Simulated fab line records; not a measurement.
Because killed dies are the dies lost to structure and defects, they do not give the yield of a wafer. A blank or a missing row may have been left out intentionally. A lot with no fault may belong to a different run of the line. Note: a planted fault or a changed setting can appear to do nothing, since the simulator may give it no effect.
Which tool did it? || flow n5 finfet || 24 lots with 72 wafers sampled at 6 steps, on a route of 1938 steps

WHAT EACH GAUGE READ, for each wafer
N5_BEOL_M1_INSPECT_59: inspects for defects (darkfield). Usual: raw defect count at 73, with a standard deviation of 27.
{"lot": "L074", "measured": "day 6 17:00", "on": "defect inspect-01", "raw defect count": "56 58 54", "flag": ""}
{"lot": "L075", "measured": "day 6 19:58", "on": "defect inspect-02", "raw defect count": "63 42 57", "flag": ""}
{"lot": "L076", "measured": "day 6 23:59", "on": "defect inspect-01", "raw defect count": "59 93 87", "flag": ""}
{"lot": "L077", "measured": "day 7 03:35", "on": "defect inspect-02", "raw defect count": "86 77 63", "flag": ""}
{"lot": "L078", "measured": "day 7 16:29", "on": "defect inspect-01", "raw defect count": "67 33 49", "flag": ""}
{"lot": "L079", "measured": "day 7 21:59", "on": "defect inspect-01", "raw defect count": "61 96 83", "flag": ""}
{"lot": "L080", "measured": "day 8 04:33", "on": "defect inspect-01", "raw defect count": "121 135 112", "flag": ""}
{"lot": "L081", "measured": "day 8 08:50", "on": "defect inspect-01", "raw defect count": "42 48 46", "flag": ""}
{"lot": "L082", "measured": "day 8 12:22", "on": "defect inspect-01", "raw defect count": "65 98 113", "flag": ""}
{"lot": "L083", "measured": "day 9 02:09", "on": "defect inspect-01", "raw defect count": "141 98 90", "flag": ""}
{"lot": "L084", "measured": "day 9 03:23", "on": "defect inspect-02", "raw defect count": "56 55 43", "flag": ""}
{"lot": "L085", "measured": "day 9 06:55", "on": "defect inspect-02", "raw defect count": "54 46 70", "flag": ""}
{"lot": "L086", "measured": "day 9 14:42", "on": "defect inspect-02", "raw defect count": "34 94 76", "flag": ""}
{"lot": "L087", "measured": "day 9 17:13", "on": "defect inspect-02", "raw defect count": "137 84 73", "flag": ""}
{"lot": "L088", "measured": "day 10 11:54", "on": "defect inspect-01", "raw defect count": "94 106 61", "flag": ""}
{"lot": "L090", "measured": "day 10 14:52", "on": "defect inspect-01", "raw defect count": "62 94 70", "flag": ""}
{"lot": "L089", "measured": "day 10 16:59", "on": "defect inspect-01", "raw defect count": "46 72 76", "flag": ""}
{"lot": "L091", "measured": "day 10 20:06", "on": "defect inspect-02", "raw defect count": "52 52 53", "flag": ""}
{"lot": "L092", "measured": "day 10 23:59", "on": "defect inspect-01", "raw defect count": "51 44 36", "flag": ""}
{"lot": "L093", "measured": "day 11 09:14", "on": "defect inspect-02", "raw defect count": "72 71 73", "flag": ""}
{"lot": "L094", "measured": "day 11 16:39", "on": "defect inspect-01", "raw defect count": "73 79 60", "flag": ""}
{"lot": "L095", "measured": "day 11 20:29", "on": "defect inspect-01", "raw defect count": "74 74 66", "flag": ""}
{"lot": "L096", "measured": "day 12 05:40", "on": "defect inspect-02", "raw defect count": "53 129 75", "flag": ""}
{"lot": "L097", "measured": "day 12 07:44", "on": "defect inspect-01", "raw defect count": "87 73 62", "flag": ""}

WHAT TOOL EACH LOT RAN ON (gives the tool, then ch and the chambers of the sampled wafers, and finally the start)
{"lot": "L074", "N5_BEOL_M1_SPUTTER_79": "pvd sputter-01, day 6 14:15", "N5_BEOL_M1_SPUTTER_86": "pvd sputter-01, day 6 14:41", "N5_BEOL_M1_ANNEAL_89": "pvd sputter-01, day 6 14:59", "N5_BEOL_M1_ANNEAL_93": "pvd sputter-01, day 6 15:26", "N5_BEOL_M1_SPUTTER_94": "pvd sputter-01, day 6 15:34"}
{"lot": "L075", "N5_BEOL_M1_SPUTTER_79": "pvd sputter-03, day 6 17:21", "N5_BEOL_M1_SPUTTER_86": "pvd sputter-03, day 6 17:47", "N5_BEOL_M1_ANNEAL_89": "pvd sputter-03, day 6 18:05", "N5_BEOL_M1_ANNEAL_93": "pvd sputter-03, day 6 18:32", "N5_BEOL_M1_SPUTTER_94": "pvd sputter-03, day 6 18:40"}
{"lot": "L076", "N5_BEOL_M1_SPUTTER_79": "pvd sputter-01, day 6 21:23", "N5_BEOL_M1_SPUTTER_86": "pvd sputter-01, day 6 21:49", "N5_BEOL_M1_ANNEAL_89": "pvd sputter-01, day 6 22:07", "N5_BEOL_M1_ANNEAL_93": "pvd sputter-01, day 6 22:34", "N5_BEOL_M1_SPUTTER_94": "pvd sputter-01, day 6 22:42"}
{"lot": "L077", "N5_BEOL_M1_SPUTTER_79": "pvd sputter-02, day 7 00:37", "N5_BEOL_M1_SPUTTER_86": "pvd sputter-02, day 7 01:03", "N5_BEOL_M1_ANNEAL_89": "pvd sputter-02, day 7 01:21", "N5_BEOL_M1_ANNEAL_93": "pvd sputter-02, day 7 01:47", "N5_BEOL_M1_SPUTTER_94": "pvd sputter-02, day 7 01:56"}
{"lot": "L078", "N5_BEOL_M1_SPUTTER_79": "pvd sputter-01, day 7 13:26", "N5_BEOL_M1_SPUTTER_86": "pvd sputter-01, day 7 13:52", "N5_BEOL_M1_ANNEAL_89": "pvd sputter-01, day 7 14:10", "N5_BEOL_M1_ANNEAL_93": "pvd sputter-01, day 7 14:37", "N5_BEOL_M1_SPUTTER_94": "pvd sputter-01, day 7 14:45"}
{"lot": "L079", "N5_BEOL_M1_SPUTTER_79": "pvd sputter-01, day 7 17:45", "N5_BEOL_M1_SPUTTER_86": "pvd sputter-01, day 7 18:38", "N5_BEOL_M1_ANNEAL_89": "pvd sputter-01, day 7 19:14", "N5_BEOL_M1_ANNEAL_93": "pvd sputter-01, day 7 20:07", "N5_BEOL_M1_SPUTTER_94": "pvd sputter-01, day 7 20:23"}
{"lot": "L080", "N5_BEOL_M1_SPUTTER_79": "pvd sputter-01, day 8 01:56", "N5_BEOL_M1_SPUTTER_86": "pvd sputter-01, day 8 02:22", "N5_BEOL_M1_ANNEAL_89": "pvd sputter-01, day 8 02:40", "N5_BEOL_M1_ANNEAL_93": "pvd sputter-01, day 8 03:07", "N5_BEOL_M1_SPUTTER_94": "pvd sputter-01, day 8 03:15"}
{"lot": "L081", "N5_BEOL_M1_SPUTTER_79": "pvd sputter-03, day 8 06:11", "N5_BEOL_M1_SPUTTER_86": "pvd sputter-03, day 8 06:37", "N5_BEOL_M1_ANNEAL_89": "pvd sputter-03, day 8 06:55", "N5_BEOL_M1_ANNEAL_93": "pvd sputter-03, day 8 07:22", "N5_BEOL_M1_SPUTTER_94": "pvd sputter-03, day 8 07:30"}
{"lot": "L082", "N5_BEOL_M1_SPUTTER_79": "pvd sputter-03, day 8 09:44", "N5_BEOL_M1_SPUTTER_86": "pvd sputter-03, day 8 10:11", "N5_BEOL_M1_ANNEAL_89": "pvd sputter-03, day 8 10:29", "N5_BEOL_M1_ANNEAL_93": "pvd sputter-03, day 8 10:55", "N5_BEOL_M1_SPUTTER_94": "pvd sputter-03, day 8 11:04"}
{"lot": "L083", "N5_BEOL_M1_SPUTTER_79": "pvd sputter-02, day 8 23:32", "N5_BEOL_M1_SPUTTER_86": "pvd sputter-02, day 8 23:59", "N5_BEOL_M1_ANNEAL_89": "pvd sputter-02, day 9 00:17", "N5_BEOL_M1_ANNEAL_93": "pvd sputter-02, day 9 00:43", "N5_BEOL_M1_SPUTTER_94": "pvd sputter-02, day 9 00:52"}
{"lot": "L084", "N5_BEOL_M1_SPUTTER_79": "pvd sputter-03, day 9 00:22", "N5_BEOL_M1_SPUTTER_86": "pvd sputter-03, day 9 00:48", "N5_BEOL_M1_ANNEAL_89": "pvd sputter-03, day 9 01:06", "N5_BEOL_M1_ANNEAL_93": "pvd sputter-03, day 9 01:32", "N5_BEOL_M1_SPUTTER_94": "pvd sputter-03, day 9 01:41"}
{"lot": "L085", "N5_BEOL_M1_SPUTTER_79": "pvd sputter-01, day 9 03:07", "N5_BEOL_M1_SPUTTER_86": "pvd sputter-01, day 9 03:33", "N5_BEOL_M1_ANNEAL_89": "pvd sputter-01, day 9 03:51", "N5_BEOL_M1_ANNEAL_93": "pvd sputter-01, day 9 04:17", "N5_BEOL_M1_SPUTTER_94": "pvd sputter-01, day 9 04:26"}
{"lot": "L086", "N5_BEOL_M1_SPUTTER_79": "pvd sputter-03, day 9 11:46", "N5_BEOL_M1_SPUTTER_86": "pvd sputter-03, day 9 12:12", "N5_BEOL_M1_ANNEAL_89": "pvd sputter-03, day 9 12:30", "N5_BEOL_M1_ANNEAL_93": "pvd sputter-03, day 9 12:56", "N5_BEOL_M1_SPUTTER_94": "pvd sputter-03, day 9 13:05"}
{"lot": "L087", "N5_BEOL_M1_SPUTTER_79": "pvd sputter-03, day 9 14:14", "N5_BEOL_M1_SPUTTER_86": "pvd sputter-03, day 9 14:43", "N5_BEOL_M1_ANNEAL_89": "pvd sputter-03, day 9 15:02", "N5_BEOL_M1_ANNEAL_93": "pvd sputter-03, day 9 15:31", "N5_BEOL_M1_SPUTTER_94": "pvd sputter-03, day 9 15:40"}
{"lot": "L088", "N5_BEOL_M1_SPUTTER_79": "pvd sputter-02, day 10 09:14", "N5_BEOL_M1_SPUTTER_86": "pvd sputter-02, day 10 09:41", "N5_BEOL_M1_ANNEAL_89": "pvd sputter-02, day 10 09:59", "N5_BEOL_M1_ANNEAL_93": "pvd sputter-02, day 10 10:25", "N5_BEOL_M1_SPUTTER_94": "pvd sputter-02, day 10 10:34"}
{"lot": "L090", "N5_BEOL_M1_SPUTTER_79": "pvd sputter-02, day 10 12:13", "N5_BEOL_M1_SPUTTER_86": "pvd sputter-02, day 10 12:40", "N5_BEOL_M1_ANNEAL_89": "pvd sputter-02, day 10 12:58", "N5_BEOL_M1_ANNEAL_93": "pvd sputter-02, day 10 13:24", "N5_BEOL_M1_SPUTTER_94": "pvd sputter-02, day 10 13:32"}
{"lot": "L089", "N5_BEOL_M1_SPUTTER_79": "pvd sputter-03, day 10 14:19", "N5_BEOL_M1_SPUTTER_86": "pvd sputter-03, day 10 14:46", "N5_BEOL_M1_ANNEAL_89": "pvd sputter-03, day 10 15:04", "N5_BEOL_M1_ANNEAL_93": "pvd sputter-03, day 10 15:30", "N5_BEOL_M1_SPUTTER_94": "pvd sputter-03, day 10 15:38"}
{"lot": "L091", "N5_BEOL_M1_SPUTTER_79": "pvd sputter-02, day 10 17:29", "N5_BEOL_M1_SPUTTER_86": "pvd sputter-02, day 10 17:55", "N5_BEOL_M1_ANNEAL_89": "pvd sputter-02, day 10 18:13", "N5_BEOL_M1_ANNEAL_93": "pvd sputter-02, day 10 18:40", "N5_BEOL_M1_SPUTTER_94": "pvd sputter-02, day 10 18:48"}
{"lot": "L092", "N5_BEOL_M1_SPUTTER_79": "pvd sputter-01, day 10 21:14", "N5_BEOL_M1_SPUTTER_86": "pvd sputter-01, day 10 21:40", "N5_BEOL_M1_ANNEAL_89": "pvd sputter-01, day 10 21:58", "N5_BEOL_M1_ANNEAL_93": "pvd sputter-01, day 10 22:25", "N5_BEOL_M1_SPUTTER_94": "pvd sputter-01, day 10 22:33"}
{"lot": "L093", "N5_BEOL_M1_SPUTTER_79": "pvd sputter-03, day 11 06:25", "N5_BEOL_M1_SPUTTER_86": "pvd sputter-03, day 11 06:51", "N5_BEOL_M1_ANNEAL_89": "pvd sputter-03, day 11 07:09", "N5_BEOL_M1_ANNEAL_93": "pvd sputter-03, day 11 07:35", "N5_BEOL_M1_SPUTTER_94": "pvd sputter-03, day 11 07:44"}
{"lot": "L094", "N5_BEOL_M1_SPUTTER_79": "pvd sputter-02, day 11 13:59", "N5_BEOL_M1_SPUTTER_86": "pvd sputter-02, day 11 14:26", "N5_BEOL_M1_ANNEAL_89": "pvd sputter-02, day 11 14:44", "N5_BEOL_M1_ANNEAL_93": "pvd sputter-02, day 11 15:10", "N5_BEOL_M1_SPUTTER_94": "pvd sputter-02, day 11 15:19"}
{"lot": "L095", "N5_BEOL_M1_SPUTTER_79": "pvd sputter-02, day 11 17:52", "N5_BEOL_M1_SPUTTER_86": "pvd sputter-02, day 11 18:19", "N5_BEOL_M1_ANNEAL_89": "pvd sputter-02, day 11 18:37", "N5_BEOL_M1_ANNEAL_93": "pvd sputter-02, day 11 19:03", "N5_BEOL_M1_SPUTTER_94": "pvd sputter-02, day 11 19:11"}
{"lot": "L096", "N5_BEOL_M1_SPUTTER_79": "pvd sputter-01, day 12 03:03", "N5_BEOL_M1_SPUTTER_86": "pvd sputter-01, day 12 03:29", "N5_BEOL_M1_ANNEAL_89": "pvd sputter-01, day 12 03:47", "N5_BEOL_M1_ANNEAL_93": "pvd sputter-01, day 12 04:14", "N5_BEOL_M1_SPUTTER_94": "pvd sputter-01, day 12 04:22"}
{"lot": "L097", "N5_BEOL_M1_SPUTTER_79": "pvd sputter-01, day 12 05:08", "N5_BEOL_M1_SPUTTER_86": "pvd sputter-01, day 12 05:34", "N5_BEOL_M1_ANNEAL_89": "pvd sputter-01, day 12 05:52", "N5_BEOL_M1_ANNEAL_93": "pvd sputter-01, day 12 06:19", "N5_BEOL_M1_SPUTTER_94": "pvd sputter-01, day 12 06:27"}
- N5_BEOL_M1_SPUTTER_79: material Cu, target thk 4.5 nm, time 8.29 s.
- N5_BEOL_M1_SPUTTER_86: material Cu, target thk 4.5 nm, time 8.29 s.
- N5_BEOL_M1_ANNEAL_89: time 240 s.
- N5_BEOL_M1_ANNEAL_93: time 240 s.
- N5_BEOL_M1_SPUTTER_94: material Cu, target thk 4.5 nm, time 8.29 s.

WHAT THE TOOLS THEMSELVES READ (means of the sampled wafers that have a number; where no wafer has one, the mark that the record gives instead)
N5_BEOL_M1_SPUTTER_79. Usual: throttle valve pct at 29.8 %, with a standard deviation of 1.1.
{"lot": "L074", "tool": "pvd sputter-01", "throttle valve pct (%)": 28.8, "flag": ""}
{"lot": "L075", "tool": "pvd sputter-03", "throttle valve pct (%)": 30.9, "flag": ""}
{"lot": "L076", "tool": "pvd sputter-01", "throttle valve pct (%)": 29.4, "flag": ""}
{"lot": "L077", "tool": "pvd sputter-02", "throttle valve pct (%)": 29.7, "flag": ""}
{"lot": "L078", "tool": "pvd sputter-01", "throttle valve pct (%)": 29.8, "flag": ""}
{"lot": "L079", "tool": "pvd sputter-01", "throttle valve pct (%)": 28.9, "flag": ""}
{"lot": "L080", "tool": "pvd sputter-01", "throttle valve pct (%)": 29.5, "flag": ""}
{"lot": "L081", "tool": "pvd sputter-03", "throttle valve pct (%)": 29.6, "flag": ""}
{"lot": "L082", "tool": "pvd sputter-03", "throttle valve pct (%)": 30.3, "flag": ""}
{"lot": "L083", "tool": "pvd sputter-02", "throttle valve pct (%)": 30.2, "flag": ""}
{"lot": "L084", "tool": "pvd sputter-03", "throttle valve pct (%)": 29.7, "flag": ""}
{"lot": "L085", "tool": "pvd sputter-01", "throttle valve pct (%)": 30.2, "flag": ""}
{"lot": "L086", "tool": "pvd sputter-03", "throttle valve pct (%)": 30.8, "flag": ""}
{"lot": "L087", "tool": "pvd sputter-03", "throttle valve pct (%)": 30.5, "flag": ""}
{"lot": "L088", "tool": "pvd sputter-02", "throttle valve pct (%)": 30.0, "flag": ""}
{"lot": "L090", "tool": "pvd sputter-02", "throttle valve pct (%)": 29.4, "flag": ""}
{"lot": "L089", "tool": "pvd sputter-03", "throttle valve pct (%)": 30.8, "flag": ""}
{"lot": "L091", "tool": "pvd sputter-02", "throttle valve pct (%)": 29.3, "flag": ""}
{"lot": "L092", "tool": "pvd sputter-01", "throttle valve pct (%)": 28.7, "flag": ""}
{"lot": "L093", "tool": "pvd sputter-03", "throttle valve pct (%)": 30.9, "flag": ""}
{"lot": "L094", "tool": "pvd sputter-02", "throttle valve pct (%)": 29.7, "flag": ""}
{"lot": "L095", "tool": "pvd sputter-02", "throttle valve pct (%)": 30.3, "flag": ""}
{"lot": "L096", "tool": "pvd sputter-01", "throttle valve pct (%)": 29.0, "flag": ""}
{"lot": "L097", "tool": "pvd sputter-01", "throttle valve pct (%)": 30.2, "flag": ""}

N5_BEOL_M1_SPUTTER_86. Usual: throttle valve pct at 29.8 %, with a standard deviation of 1.1.
{"lot": "L074", "tool": "pvd sputter-01", "throttle valve pct (%)": 28.6, "flag": ""}
{"lot": "L075", "tool": "pvd sputter-03", "throttle valve pct (%)": 30.9, "flag": ""}
{"lot": "L076", "tool": "pvd sputter-01", "throttle valve pct (%)": 29.5, "flag": ""}
{"lot": "L077", "tool": "pvd sputter-02", "throttle valve pct (%)": 29.4, "flag": ""}
{"lot": "L078", "tool": "pvd sputter-01", "throttle valve pct (%)": 29.7, "flag": ""}
{"lot": "L079", "tool": "pvd sputter-01", "throttle valve pct (%)": 29.0, "flag": ""}
{"lot": "L080", "tool": "pvd sputter-01", "throttle valve pct (%)": 29.6, "flag": ""}
{"lot": "L081", "tool": "pvd sputter-03", "throttle valve pct (%)": 29.7, "flag": ""}
{"lot": "L082", "tool": "pvd sputter-03", "throttle valve pct (%)": 30.2, "flag": ""}
{"lot": "L083", "tool": "pvd sputter-02", "throttle valve pct (%)": 30.4, "flag": ""}
{"lot": "L084", "tool": "pvd sputter-03", "throttle valve pct (%)": 29.8, "flag": ""}
{"lot": "L085", "tool": "pvd sputter-01", "throttle valve pct (%)": 30.1, "flag": ""}
{"lot": "L086", "tool": "pvd sputter-03", "throttle valve pct (%)": 30.9, "flag": ""}
{"lot": "L087", "tool": "pvd sputter-03", "throttle valve pct (%)": 30.4, "flag": ""}
{"lot": "L088", "tool": "pvd sputter-02", "throttle valve pct (%)": 30.1, "flag": ""}
{"lot": "L090", "tool": "pvd sputter-02", "throttle valve pct (%)": 29.3, "flag": ""}
{"lot": "L089", "tool": "pvd sputter-03", "throttle valve pct (%)": 30.9, "flag": ""}
{"lot": "L091", "tool": "pvd sputter-02", "throttle valve pct (%)": 29.1, "flag": ""}
{"lot": "L092", "tool": "pvd sputter-01", "throttle valve pct (%)": 28.8, "flag": ""}
{"lot": "L093", "tool": "pvd sputter-03", "throttle valve pct (%)": 30.8, "flag": ""}
{"lot": "L094", "tool": "pvd sputter-02", "throttle valve pct (%)": 29.5, "flag": ""}
{"lot": "L095", "tool": "pvd sputter-02", "throttle valve pct (%)": 30.4, "flag": ""}
{"lot": "L096", "tool": "pvd sputter-01", "throttle valve pct (%)": 28.9, "flag": ""}
{"lot": "L097", "tool": "pvd sputter-01", "throttle valve pct (%)": 30.3, "flag": ""}

N5_BEOL_M1_ANNEAL_89. Usual: heater power w at 817 W, with a standard deviation of 82.
{"lot": "L074", "tool": "pvd sputter-01", "heater power w (W)": 812, "flag": ""}
{"lot": "L075", "tool": "pvd sputter-03", "heater power w (W)": 868, "flag": ""}
{"lot": "L076", "tool": "pvd sputter-01", "heater power w (W)": 846, "flag": ""}
{"lot": "L077", "tool": "pvd sputter-02", "heater power w (W)": 757, "flag": ""}
{"lot": "L078", "tool": "pvd sputter-01", "heater power w (W)": 795, "flag": ""}
{"lot": "L079", "tool": "pvd sputter-01", "heater power w (W)": 824, "flag": ""}
{"lot": "L080", "tool": "pvd sputter-01", "heater power w (W)": 809, "flag": ""}
{"lot": "L081", "tool": "pvd sputter-03", "heater power w (W)": 869, "flag": ""}
{"lot": "L082", "tool": "pvd sputter-03", "heater power w (W)": 779, "flag": ""}
{"lot": "L083", "tool": "pvd sputter-02", "heater power w (W)": 756, "flag": ""}
{"lot": "L084", "tool": "pvd sputter-03", "heater power w (W)": 869, "flag": ""}
{"lot": "L085", "tool": "pvd sputter-01", "heater power w (W)": 831, "flag": ""}
{"lot": "L086", "tool": "pvd sputter-03", "heater power w (W)": 869, "flag": ""}
{"lot": "L087", "tool": "pvd sputter-03", "heater power w (W)": 771, "flag": ""}
{"lot": "L088", "tool": "pvd sputter-02", "heater power w (W)": 758, "flag": ""}
{"lot": "L090", "tool": "pvd sputter-02", "heater power w (W)": 851, "flag": ""}
{"lot": "L089", "tool": "pvd sputter-03", "heater power w (W)": 874, "flag": ""}
{"lot": "L091", "tool": "pvd sputter-02", "heater power w (W)": 797, "flag": ""}
{"lot": "L092", "tool": "pvd sputter-01", "heater power w (W)": 813, "flag": ""}
{"lot": "L093", "tool": "pvd sputter-03", "heater power w (W)": 865, "flag": ""}
{"lot": "L094", "tool": "pvd sputter-02", "heater power w (W)": 748, "flag": ""}
{"lot": "L095", "tool": "pvd sputter-02", "heater power w (W)": 753, "flag": ""}
{"lot": "L096", "tool": "pvd sputter-01", "heater power w (W)": 802, "flag": ""}
{"lot": "L097", "tool": "pvd sputter-01", "heater power w (W)": 820, "flag": ""}

N5_BEOL_M1_ANNEAL_93. Usual: heater power w at 817 W, with a standard deviation of 78.
{"lot": "L074", "tool": "pvd sputter-01", "heater power w (W)": 815, "flag": ""}
{"lot": "L075", "tool": "pvd sputter-03", "heater power w (W)": 861, "flag": ""}
{"lot": "L076", "tool": "pvd sputter-01", "heater power w (W)": 836, "flag": ""}
{"lot": "L077", "tool": "pvd sputter-02", "heater power w (W)": 744, "flag": ""}
{"lot": "L078", "tool": "pvd sputter-01", "heater power w (W)": 784, "flag": ""}
{"lot": "L079", "tool": "pvd sputter-01", "heater power w (W)": 824, "flag": ""}
{"lot": "L080", "tool": "pvd sputter-01", "heater power w (W)": 817, "flag": ""}
{"lot": "L081", "tool": "pvd sputter-03", "heater power w (W)": 864, "flag": ""}
{"lot": "L082", "tool": "pvd sputter-03", "heater power w (W)": 766, "flag": ""}
{"lot": "L083", "tool": "pvd sputter-02", "heater power w (W)": 772, "flag": ""}
{"lot": "L084", "tool": "pvd sputter-03", "heater power w (W)": 862, "flag": ""}
{"lot": "L085", "tool": "pvd sputter-01", "heater power w (W)": 829, "flag": ""}
{"lot": "L086", "tool": "pvd sputter-03", "heater power w (W)": 857, "flag": ""}
{"lot": "L087", "tool": "pvd sputter-03", "heater power w (W)": 767, "flag": ""}
{"lot": "L088", "tool": "pvd sputter-02", "heater power w (W)": 751, "flag": ""}
{"lot": "L090", "tool": "pvd sputter-02", "heater power w (W)": 848, "flag": ""}
{"lot": "L089", "tool": "pvd sputter-03", "heater power w (W)": 875, "flag": ""}
{"lot": "L091", "tool": "pvd sputter-02", "heater power w (W)": 799, "flag": ""}
{"lot": "L092", "tool": "pvd sputter-01", "heater power w (W)": 820, "flag": ""}
{"lot": "L093", "tool": "pvd sputter-03", "heater power w (W)": 855, "flag": ""}
{"lot": "L094", "tool": "pvd sputter-02", "heater power w (W)": 753, "flag": ""}
{"lot": "L095", "tool": "pvd sputter-02", "heater power w (W)": 770, "flag": ""}
{"lot": "L096", "tool": "pvd sputter-01", "heater power w (W)": 817, "flag": ""}
{"lot": "L097", "tool": "pvd sputter-01", "heater power w (W)": 803, "flag": ""}

N5_BEOL_M1_SPUTTER_94. Usual: throttle valve pct at 29.8 %, with a standard deviation of 1.1.
{"lot": "L074", "tool": "pvd sputter-01", "throttle valve pct (%)": 29.0, "flag": ""}
{"lot": "L075", "tool": "pvd sputter-03", "throttle valve pct (%)": 30.8, "flag": ""}
{"lot": "L076", "tool": "pvd sputter-01", "throttle valve pct (%)": 29.5, "flag": ""}
{"lot": "L077", "tool": "pvd sputter-02", "throttle valve pct (%)": 29.6, "flag": ""}
{"lot": "L078", "tool": "pvd sputter-01", "throttle valve pct (%)": 29.7, "flag": ""}
{"lot": "L079", "tool": "pvd sputter-01", "throttle valve pct (%)": 28.9, "flag": ""}
{"lot": "L080", "tool": "pvd sputter-01", "throttle valve pct (%)": 29.5, "flag": ""}
{"lot": "L081", "tool": "pvd sputter-03", "throttle valve pct (%)": 29.7, "flag": ""}
{"lot": "L082", "tool": "pvd sputter-03", "throttle valve pct (%)": 30.3, "flag": ""}
{"lot": "L083", "tool": "pvd sputter-02", "throttle valve pct (%)": 30.2, "flag": ""}
{"lot": "L084", "tool": "pvd sputter-03", "throttle valve pct (%)": 29.8, "flag": ""}
{"lot": "L085", "tool": "pvd sputter-01", "throttle valve pct (%)": 30.1, "flag": ""}
{"lot": "L086", "tool": "pvd sputter-03", "throttle valve pct (%)": 30.9, "flag": ""}
{"lot": "L087", "tool": "pvd sputter-03", "throttle valve pct (%)": 30.3, "flag": ""}
{"lot": "L088", "tool": "pvd sputter-02", "throttle valve pct (%)": 29.9, "flag": ""}
{"lot": "L090", "tool": "pvd sputter-02", "throttle valve pct (%)": 29.3, "flag": ""}
{"lot": "L089", "tool": "pvd sputter-03", "throttle valve pct (%)": 30.8, "flag": ""}
{"lot": "L091", "tool": "pvd sputter-02", "throttle valve pct (%)": 29.3, "flag": ""}
{"lot": "L092", "tool": "pvd sputter-01", "throttle valve pct (%)": 28.7, "flag": ""}
{"lot": "L093", "tool": "pvd sputter-03", "throttle valve pct (%)": 31.0, "flag": ""}
{"lot": "L094", "tool": "pvd sputter-02", "throttle valve pct (%)": 29.6, "flag": ""}
{"lot": "L095", "tool": "pvd sputter-02", "throttle valve pct (%)": 30.4, "flag": ""}
{"lot": "L096", "tool": "pvd sputter-01", "throttle valve pct (%)": 28.8, "flag": ""}
{"lot": "L097", "tool": "pvd sputter-01", "throttle valve pct (%)": 30.2, "flag": ""}

THE ANSWER, worked out from the rows above alone
Rule: take the mean of a lot's wafers that have a number; if it is more than 3 standard deviations from the usual mean, the lot is off. Also off: a lot with no number at a reading for which 4 or more lots have one. The other lots that the step has rows for count as sound. First the gauges in route order, then the tools' own readings, where a lot's mean is used as printed above. The first step at which some lot is off is used, and at that step the reading that is off furthest; a lot without a number counts as furthest.
Nothing can be told from this: no lot is off at any reading shown.

WHAT THE SIMULATOR PUT IN
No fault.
